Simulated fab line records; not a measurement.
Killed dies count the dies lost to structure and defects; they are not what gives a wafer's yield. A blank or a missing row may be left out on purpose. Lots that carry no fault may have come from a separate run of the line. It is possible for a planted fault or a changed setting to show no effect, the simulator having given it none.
A struck lot beside a sound one :: flow n5-finfet :: 26 steps out of a route of 1938
Sound: these wafers, L131.1, L131.3, L131.4. Struck: wafers L150.1, L150.3, L150.6. The cause comes at the end.
Each step with rows lists, per side, the tool, then ch with its chambers, then its first start. Under that, the readings that differ: sound wafers :: struck wafers :: difference of the means :: sigmas: that difference in standard deviations of wafers without a fault.
alike: same words and numbers on both sides, and readings whose means sit less than 2 such deviations apart. not compared: any withheld reading, any reading some wafer has no value for, any bound like >300 that may hide the same value, and any number with overlapping values for which the record gives no deviation.
Wherever a step has rows on one side only, a row that says differs or no value, or a row with sigmas, the two part there. When numbers do not overlap yet have no deviation, they are printed without sigmas and do not part them. A reading that every wafer of one side lacks parts them only if that side has two wafers or more.

N5_BEOL_M9_INSPECT_13: inspects for defects (brightfield).
  sound on defect-inspect-01 at day 10 08:07; struck on defect-inspect-01 at day 15 03:08
  alike: raw-defect-count
N5_BEOL_M9_DESCUM_16: chemistry O2, time 7.9 s.
  sound on rie-diel-03 ch 0,1,3, day 10 08:10; struck on rie-diel-03 ch 0,1,2, day 15 03:10
  alike: drypump-motor-current-A, oes-product-au, rf-vpp-V, showerhead-plenum-p-Torr, throttle-valve-pct
  not compared: rf-hours-counter-h
N5_BEOL_M9_ETCH_61: etches SiARC in CF4, target depth 39 nm, time 65 s.
  sound on rie-diel-03 ch 0,1,3, day 10 08:11; struck on rie-diel-03 ch 0,1,2, day 15 03:13
  alike: cf4-flow-sccm, drypump-motor-current-A, etch-rf-on-time-s, oes-product-au, rf-vpp-V, showerhead-plenum-p-Torr, throttle-valve-pct
  not compared: rf-hours-counter-h
then, 4 steps without rows for these wafers: N5_BEOL_M9_ETCH_62 (etches SOC in N2/H2, target depth 110 nm, overetch 22 nm, time 165 s); N5_BEOL_M9_STRIP_68 (strips in N2/H2); N5_BEOL_M9_STRIP_67 (strips in CF4); N5_BEOL_M9_HM_OPEN_17 (chemistry Cl2/BCl3, target TiN, target depth 20 nm, overetch 6 nm).
N5_BEOL_M9_STRIP_19: strips in O2.
  sound on rie-diel-01 ch 1,2,3, day 10 08:32; struck on rie-diel-01 ch 2,3, day 15 03:34
  alike: drypump-motor-current-A, oes-product-au, rf-vpp-V, showerhead-plenum-p-Torr, throttle-valve-pct
  not compared: rf-hours-counter-h
N5_BEOL_M9_CD_MEAS_18: pitch 140 nm, target cd 70 nm.
  sound on cd-sem-01 at day 10 08:37; struck on cd-sem-02 at day 15 03:37
  alike: cd-nm
then, 3 steps without rows for these wafers: N5_BEOL_M9_COAT_63 (time 60 s, resist thk 60 nm); N5_BEOL_M9_COAT_64 (time 60 s, resist thk 12 nm); N5_BEOL_M9_COAT_75 (time 60 s, resist thk 5 nm).
N5_BEOL_M9_COAT_22: resist thk 30 nm.
  sound on litho-track-01 ch 0, day 10 08:39; struck on litho-track-03 ch 0, day 15 04:00
reading: spin-speed-rpm (rpm)
sound: 1502.6 1500.4 1500.5
struck: 1465.0 1464.5 1464.0
difference: -36.7
sigmas: -39

reading: model.CAR-EUV_of_BEOL_M9_COAT_22.thk-nm (nm)
sound: 30 30 30
struck: 30.4 30.4 30.4
difference: +0.4
sigmas: 
then, 5 steps without rows for these wafers: N5_BEOL_M9_EBR_24; N5_BEOL_M9_SOFTBAKE_23 (time 60 s); N5_BEOL_M9_EXPOSE_25 (exposes mask V8); N5_BEOL_M9_PEB_26 (peb time 60 s); N5_BEOL_M9_DEVELOP_27 (develop time 30 s).
N5_BEOL_M9_CD_MEAS_28: target cd 70 nm.
  sound on cd-sem-01 ch 0, day 10 08:55; struck on cd-sem-02 ch 0, day 15 04:17
  alike: cd-nm
N5_BEOL_M9_OVL_MEAS_29:
  sound on overlay-02 ch 0, day 10 08:56; struck on overlay-02 ch 0, day 15 04:19
  alike: V8_OVL
N5_BEOL_M9_INSPECT_30: inspects for defects (brightfield).
  sound on defect-inspect-02 at day 10 09:00; struck on defect-inspect-02 at day 15 04:22
  alike: raw-defect-count
N5_BEOL_M9_DESCUM_33: chemistry O2, time 7 s.
  sound on rie-diel-03 ch 0,2,3, day 10 09:09; struck on rie-diel-01 ch 0,1,3, day 15 04:25
  alike: drypump-motor-current-A, oes-product-au, rf-vpp-V, showerhead-plenum-p-Torr, throttle-valve-pct
  not compared: rf-hours-counter-h
then, 1 step without rows for these wafers: N5_BEOL_M9_ETCH_76 (etches underlayer in N2/H2, target depth 6.5 nm, time 5.2 s).
N5_BEOL_M9_ETCH_65: etches SiARC in CF4, target depth 15.6 nm, time 26 s.
  sound on rie-diel-03 ch 0,2,3, day 10 09:12; struck on rie-diel-01 ch 0,1,3, day 15 04:28
reading: model.CAR-EUV_of_BEOL_M9_COAT_22.thk-nm (nm)
sound: 11.2 11 11
struck: 11.4 11.6 11.4
difference: +0.4
sigmas: 
  alike: cf4-flow-sccm, drypump-motor-current-A, etch-rf-on-time-s, oes-product-au, rf-vpp-V, showerhead-plenum-p-Torr, throttle-valve-pct
  not compared: rf-hours-counter-h
N5_BEOL_M9_ETCH_66: etches SOC in N2/H2, target depth 80 nm, overetch 16 nm, time 120 s.
  sound on rie-diel-03 ch 0,2,3, day 10 09:14; struck on rie-diel-01 ch 0,1,3, day 15 04:29
  alike: drypump-motor-current-A, oes-product-au, rf-vpp-V, showerhead-plenum-p-Torr, throttle-valve-pct
  not compared: rf-hours-counter-h
next, for these wafers, 1 step has no rows: N5_PASSIVATION_PROBE_49.

WHERE THEY PART
Only at N5_BEOL_M9_COAT_22, within this record. Later steps at which nothing parts them and some readings are alike: N5_BEOL_M9_CD_MEAS_28, N5_BEOL_M9_OVL_MEAS_29, N5_BEOL_M9_INSPECT_30, N5_BEOL_M9_DESCUM_33, N5_BEOL_M9_ETCH_65, N5_BEOL_M9_ETCH_66.

WHY: whatever the simulator had introduced
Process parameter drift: litho-track-03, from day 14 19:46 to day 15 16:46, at N5_BEOL_M9_COAT_22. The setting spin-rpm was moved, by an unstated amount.
